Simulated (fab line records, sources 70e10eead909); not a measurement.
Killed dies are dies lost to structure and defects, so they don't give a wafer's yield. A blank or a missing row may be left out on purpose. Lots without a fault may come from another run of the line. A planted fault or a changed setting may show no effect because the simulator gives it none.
Chamber matching | flow nand_harc | NHARC_P_M2_PRE_CLEAN_32 on pecvd-02: 3 sister chambers
The step time 12 s. 6 wafers are shown with their chamber, then 7 later ones without.

WAFERS WITH THEIR CHAMBER
wafer  | chamber | heater_power_w (W) | rf_fwd_power_W (W)
L239.5 | 0       | 631                | 292.4
L245.2 | 0       | 716                | 293.3
L245.4 | 2       | 639                | 291.4
L245.6 | 1       | 625                | 292.1
L252.1 | 2       | 777                | 292.7
L252.4 | 1       | 683                | 292.7

WAFERS WITHOUT THEIR CHAMBER
wafer  | heater_power_w (W) | rf_fwd_power_W (W)
L252.6 | 702                | 292.1
L256.1 | 760                | 292.7
L256.4 | 743                | 294.2
L256.5 | 644                | 292.7
L255.2 | 692                | 292.9
L255.5 | 584                | 291.7
L255.6 | 707                | 292.8

WHICH CHAMBER EACH WENT THROUGH
wafer  | from the rows above          | in truth
L252.6 | can't be placed: 2 or 1 or 0 | 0
L256.1 | can't be placed: 2 or 0 or 1 | 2
L256.4 | can't be placed: 0 or 1 or 2 | 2
L256.5 | can't be placed: 1 or 0 or 2 | 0
L255.2 | can't be placed: 0 or 1 or 2 | 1
L255.5 | can't be placed: 1 or 2 or 0 | 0
L255.6 | can't be placed: 0 or 1 or 2 | 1
Placed correctly: 0 of 7. Can't be placed from these rows: 7 (the true chamber is among the candidates in 7). Placed wrongly: 0.
How it was worked out, from the rows above alone: a wafer's distance from a chamber is the root of the sum, over the readings, of the square of ((its reading less the chamber's mean) divided by the reading's scatter). The wafer belongs to the nearest chamber; if the next one is less than 2 further off, it can't be placed. A chamber's mean is the mean of its shown wafers. The scatter: the root of (the sum of the squares of (reading less its chamber's mean) over the shown wafers, divided by (wafers less chambers)).
